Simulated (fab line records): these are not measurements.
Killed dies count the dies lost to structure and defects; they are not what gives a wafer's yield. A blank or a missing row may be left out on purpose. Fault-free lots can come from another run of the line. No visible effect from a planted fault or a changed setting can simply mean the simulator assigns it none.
Split-lot experiment | flow n5Finfet | route with 1938 steps; 7 lots, 21 wafers read

## THE SPLIT
At N5_PMOS_HMC_CHANNEL_EPI_COAT_03 (resist thk 205 nm), the setting spinRpm was moved away from the recipe's 1500 rpm on 7 of the 21 wafers read, by -8.9% to +10.5%. For the rest of the wafers, this setting stayed at what the recipe calls for.

## FROM THE SPLIT TO THE READING: what the file shows between them, 4 steps
- N5_PMOS_HMC_CHANNEL_EPI_EBR_05
- N5_PMOS_HMC_CHANNEL_EPI_SOFTBAKE_04: time 60 s
- N5_PMOS_HMC_CHANNEL_EPI_DESCUM_14: chemistry O2, time 7.9 s
- N5_PMOS_HMC_CHANNEL_EPI_ETCH_32: etches BARC in N2/H2, stops on SiO2, target depth 85.8 nm, time 50.3 s

## THE READING
CAR-ArF-block_of_PMOS_HMC_CHANNEL_EPI_COAT_03.thkNm (the simulator's own value, which no gauge read), in nm, at N5_PMOS_HMC_CHANNEL_EPI_HM_OPEN_15 (chemistry CHF3/O2, target SiO2, target depth 40.6 nm, time 20.3 s). The file gives no usual value for it. Here, 14 wafers ran the recipe; their average is 92.32 nm with a standard deviation of 2.1 nm.

wafer  | tool, chamber at the split | spinRpm as run, rpm | against the recipe | CAR-ArF-block_of_PMOS_HMC_CHANNEL_EPI_COAT_03.thkNm, nm | against lot-mates on the recipe
L075.1 | lithoTrack-01, 0           | 1500                | recipe             | 93.83                                                   | -
L075.4 | lithoTrack-01, 0           | 1500                | recipe             | 91.05                                                   | -
L075.5 | lithoTrack-01, 0           | 1500                | recipe             | 90.92                                                   | -
L078.1 | lithoTrack-01, 0           | 1500                | recipe             | 91.37                                                   | -
L078.2 | lithoTrack-01, 0           | 1500                | recipe             | 95.24                                                   | -
L078.4 | lithoTrack-01, 0           | 1500                | recipe             | 90.1                                                    | -
L084.2 | lithoTrack-03, 0           | 1425                | -5.0%              | 98.49                                                   | +8.19
L084.3 | lithoTrack-03, 0           | 1425                | -5.0%              | 94.55                                                   | +4.25
L084.5 | lithoTrack-03, 0           | 1500                | recipe             | 90.3                                                    | -
L085.2 | lithoTrack-03, 0           | 1367                | -8.9%              | 104.5                                                   | +9.54
L085.4 | lithoTrack-03, 0           | 1367                | -8.9%              | 102.3                                                   | +7.34
L085.6 | lithoTrack-03, 0           | 1500                | recipe             | 94.96                                                   | -
L089.1 | lithoTrack-03, 0           | 1500                | recipe             | 94.84                                                   | -
L089.4 | lithoTrack-03, 0           | 1500                | recipe             | 89.52                                                   | -
L089.5 | lithoTrack-03, 0           | 1631                | +8.7%              | 81.83                                                   | -10.35
L096.1 | lithoTrack-05, 0           | 1500                | recipe             | 89.69                                                   | -
L096.2 | lithoTrack-05, 0           | 1500                | recipe             | 92.07                                                   | -
L096.3 | lithoTrack-05, 0           | 1447                | -3.5%              | 93.41                                                   | +2.53
L097.2 | lithoTrack-01, 0           | 1658                | +10.5%             | 83.69                                                   | -10.61
L097.4 | lithoTrack-01, 0           | 1500                | recipe             | 95.15                                                   | -
L097.6 | lithoTrack-01, 0           | 1500                | recipe             | 93.45                                                   | -

FIT RESULTS
A straight line over all 21 wafers: CAR-ArF-block_of_PMOS_HMC_CHANNEL_EPI_COAT_03.thkNm changes by -1.04 nm for each +1% of spinRpm; r = -0.91; the points scatter about the line by 2.2 nm.
The same after taking each lot's own level away (the mean of its wafers on the recipe; 21 wafers): -1.04 nm for each +1%; r = -0.94; scatter 1.7 nm.
The reading moves by 11 nm for the largest change in spinRpm, on that fit.
Measured against the standard deviation above, the lots' own levels, which go from 90.300 to 94.960 nm, span 2.2 times it.
The two slopes agree, so the slope changes little with the lot-to-lot level.
Check: with one of the wafers moved furthest among these (+10.5%) left out of the fit, the line predicts -11.3 nm for it against its lot-mates. Against them it came out at -10.6 nm.

## FURTHER SPLITS ON THESE WAFERS
Note: prior to the reading, these wafers also went through further splits. Each is held against what the fit with the lots' levels taken away leaves over:
other split on the same wafers          | wafers away from the commonest value | r with CAR-ArF-block_of_PMOS_HMC_CHANNEL_EPI_COAT_03.thkNm (lot level and that fit taken away)
N5_WELL_APT_COAT_02 spinRpm             | 9                                    | -0.03
N5_PMOS_HMC_CHANNEL_EPI_HM_DEP_34 timeS | 8                                    | +0.33

## THE WHOLE CHAIN: every reading that the file lists as answering this split, in the file's order
step                               | what it does                                                           | reading                                                                                              | change (the file's fit)               | r (the file's)
N5_PMOS_HMC_CHANNEL_EPI_COAT_03    | resist thk 205 nm                                                      | CAR-ArF-block_of_PMOS_HMC_CHANNEL_EPI_COAT_03.thkNm (the simulator's own value, which no gauge read) | -0.983 nm for each +1% of the setting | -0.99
N5_PMOS_HMC_CHANNEL_EPI_ETCH_32    | etches BARC in N2/H2, stops on SiO2, target depth 85.8 nm, time 50.3 s | CAR-ArF-block_of_PMOS_HMC_CHANNEL_EPI_COAT_03.thkNm (the simulator's own value, which no gauge read) | -1.03 nm for each +1% of the setting  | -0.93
N5_PMOS_HMC_CHANNEL_EPI_HM_OPEN_15 | chemistry CHF3/O2, target SiO2, target depth 40.6 nm, time 20.3 s      | CAR-ArF-block_of_PMOS_HMC_CHANNEL_EPI_COAT_03.thkNm (the simulator's own value, which no gauge read) | -1.05 nm for each +1% of the setting  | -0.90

## FILE'S OWN FIT
CAR-ArF-block_of_PMOS_HMC_CHANNEL_EPI_COAT_03.thkNm changes by -1.05 nm for each +1% of spinRpm, r = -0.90.
